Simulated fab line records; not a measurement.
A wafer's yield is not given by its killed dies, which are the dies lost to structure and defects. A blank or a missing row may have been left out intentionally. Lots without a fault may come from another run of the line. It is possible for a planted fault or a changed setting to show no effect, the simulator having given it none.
Chamber matching    flow n5-finfet    N5_BEOL_M8_DEP_56 on pecvd-03: 3 sister chambers
The step deposits SiCN from 3MS/NH3, target thk 10 nm, time 17.5 s. 3 wafers are shown with their chamber, then 12 later ones without.

## WAFERS, EACH WITH ITS CHAMBER
wafer   chamber  throttle-valve-pct (%)
L091.4  0        9.0
L091.5  1        9.1
L091.6  2        7.8

## WAFERS MISSING THEIR CHAMBER
wafer   throttle-valve-pct (%)
L090.1  7.9
L090.2  9.0
L090.3  9.0
L090.4  9.2
L090.5  8.1
L090.6  8.6
L097.1  9.3
L097.2  8.8
L097.5  8.0
L096.4  8.9
L096.5  8.2
L096.6  8.5

## THE CHAMBER EACH PASSED THROUGH
wafer   from the rows above           in truth
L090.1  2                             2
L090.2  can't be placed: 0 or 1       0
L090.3  can't be placed: 0 or 1       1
L090.4  can't be placed: 1 or 0       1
L090.5  2                             2
L090.6  can't be placed: 0 or 1 or 2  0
L097.1  can't be placed: 1 or 0       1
L097.2  can't be placed: 0 or 1       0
L097.5  2                             2
L096.4  can't be placed: 0 or 1       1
L096.5  can't be placed: 2 or 0 or 1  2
L096.6  can't be placed: 0 or 1 or 2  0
Correct placement for 3 of the 12. From these rows, 9 cannot be placed; in 9 the true chamber is one of the candidates. Number placed wrongly: 0.
How it was worked out, from the rows above alone: a wafer's distance from a chamber is the root of the sum, over the readings, of the square of ((its reading less the chamber's mean) divided by the reading's scatter). If the next closest chamber is less than 2 further off than the closest, the wafer can't be placed; otherwise it belongs to the closest. A chamber's mean is the mean of its shown wafers. The scatter: root of mean squared gap, hidden wafer to nearest shown wafer, with one shown wafer a chamber.
